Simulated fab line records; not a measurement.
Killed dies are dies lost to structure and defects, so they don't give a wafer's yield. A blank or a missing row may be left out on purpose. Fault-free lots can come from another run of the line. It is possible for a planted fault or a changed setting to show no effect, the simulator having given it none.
A lot that was struck, set against a sound lot	flow nand_harc	16 out of 1302 route steps
Sound: the wafers L660.1, L660.4, L660.5. Struck: wafer L674.3. Last of all comes the cause.
Each step with rows lists, per side, the tool, then ch with its chambers, then its first start. Under that, the readings that differ: sound wafers	struck wafers	difference of the means	sigmas: that difference in standard deviations of wafers without a fault.
alike: readings with means less than 2 such deviations apart, plus words and numbers identical on both sides. not compared: withheld readings, readings lacking a value on some wafer, bounds such as >300 that could conceal the same value, and numbers that have no deviation in the record and whose values overlap.
A row with sigmas, a row that says differs or no value, or rows on one side alone: a step with any of these is where the two part. Numbers that don't overlap but have no deviation are shown without sigmas and don't part them. Lack of a reading on every wafer of one side parts them only where that side has two or more wafers.

first, 3 steps without rows for these wafers: NHARC_A_STAIRCASE_STRIP_447 (strips in SPM, time 900 s); NHARC_A_STAIRCASE_PRECLEAN_448 (cleans in SC1); NHARC_A_STAIRCASE_SRD_449.
NHARC_A_STAIRCASE_CMP_450: polishes SiO2, target thk 200 nm.
  sound on cmp-01 ch 2,3, day 23 02:53; struck on cmp-01 ch 0, day 28 16:05
  alike: motor_current_A
NHARC_A_STAIRCASE_CMP_152: polishes.
  sound on cmp-01 ch 2,3, day 23 02:57; struck on cmp-01 ch 0, day 28 16:09
  alike: motor_current_A
then, 2 steps without rows for these wafers: NHARC_A_STAIRCASE_SRD_154; NHARC_A_STAIRCASE_ETCH_403 (etches SiO2 in dHF, target depth 108.2 nm).
NHARC_A_STAIRCASE_ETCHBACK_422: etches the open film in CH3F/O2, target depth 40 nm, time 74.286 s.
  sound on rie_diel-10 ch 0,1,3, day 23 03:28; struck on rie_diel-01 ch 0, day 28 16:37
reading	sound	struck	difference	sigmas
drypump_motor_current_A (A)	5.4 5.8 5.3	6.8	+1.3	+2
oes_product_au (a.u.)	0.92 0.93 0.92	1.00	+0.08	+2
  alike: o2_flow_sccm, rf_vpp_V, showerhead_plenum_p_Torr, throttle_valve_pct
  not compared: rf_hours_counter_h
then, 1 step without rows for these wafers: NHARC_A_STAIRCASE_ETCH_423 (etches SiO2 in dHF, target depth 30 nm).
NHARC_A_STAIRCASE_ETCHBACK_157: etches the open film in CH3F/O2, target depth 90 nm, time 167.14 s.
  sound on rie_diel-06 ch 0,1,3, day 23 03:51; struck on rie_diel-10 ch 0, day 28 16:58
reading	sound	struck	difference	sigmas
throttle_valve_pct (%)	20.666 20.668 20.672	20.651	-0.018	-2
  alike: drypump_motor_current_A, o2_flow_sccm, oes_product_au, rf_vpp_V, showerhead_plenum_p_Torr
  not compared: rf_hours_counter_h
then, 1 step without rows for these wafers: NHARC_A_STAIRCASE_STRIP_475 (strips in O2, time 20 s).
NHARC_A_STAIRCASE_DEP_471: deposits SiO2, target thk 100 nm.
  sound on pecvd-03 ch 0,2, day 23 04:05; struck on pecvd-01 ch 0, day 28 17:16
  alike: flow_sccm, heater_power_w, throttle_valve_pct
then, 2 steps without rows for these wafers: NHARC_A_STAIRCASE_CMP_472 (polishes SiO2); NHARC_A_STAIRCASE_SRD_474.
NHARC_A_SGD_CUT_DEP_00: deposits SiNx, target thk 50 nm.
  sound on pecvd-04 ch 0,2, day 23 04:46; struck on pecvd-01 ch 2, day 28 21:14
reading	sound	struck	difference	sigmas
hold	- - -	await_dispo/2.8h/release	no value on the sound wafers	
heater_power_w (W)	828 870 830	541	-302	-3
-- jump in the record: it breaks off in module A_SGD_CUT and resumes in module END (first step shown: number 1302 of the route), and 6 days separate the struck wafers' starts before and after --
NHARC_END_SORT_01:
  sound on prober-02 ch 0, day 28 16:26; struck on prober-02 ch 0, day 35 08:48
reading	sound	struck	difference	sigmas
killed_at_array	49 42 39	146	+103	+6
killed_at_periphery	2 1 3	8	+6	+2
killed_dies	57 43 43	155	+107	+6
killed_short	1 1 1	6	+5	+3
  alike: killed_at_other, killed_open

WHERE THEY PART
Earliest at NHARC_A_STAIRCASE_ETCHBACK_422; latest, in this record, at NHARC_END_SORT_01.

WHY: the cause the simulator had injected
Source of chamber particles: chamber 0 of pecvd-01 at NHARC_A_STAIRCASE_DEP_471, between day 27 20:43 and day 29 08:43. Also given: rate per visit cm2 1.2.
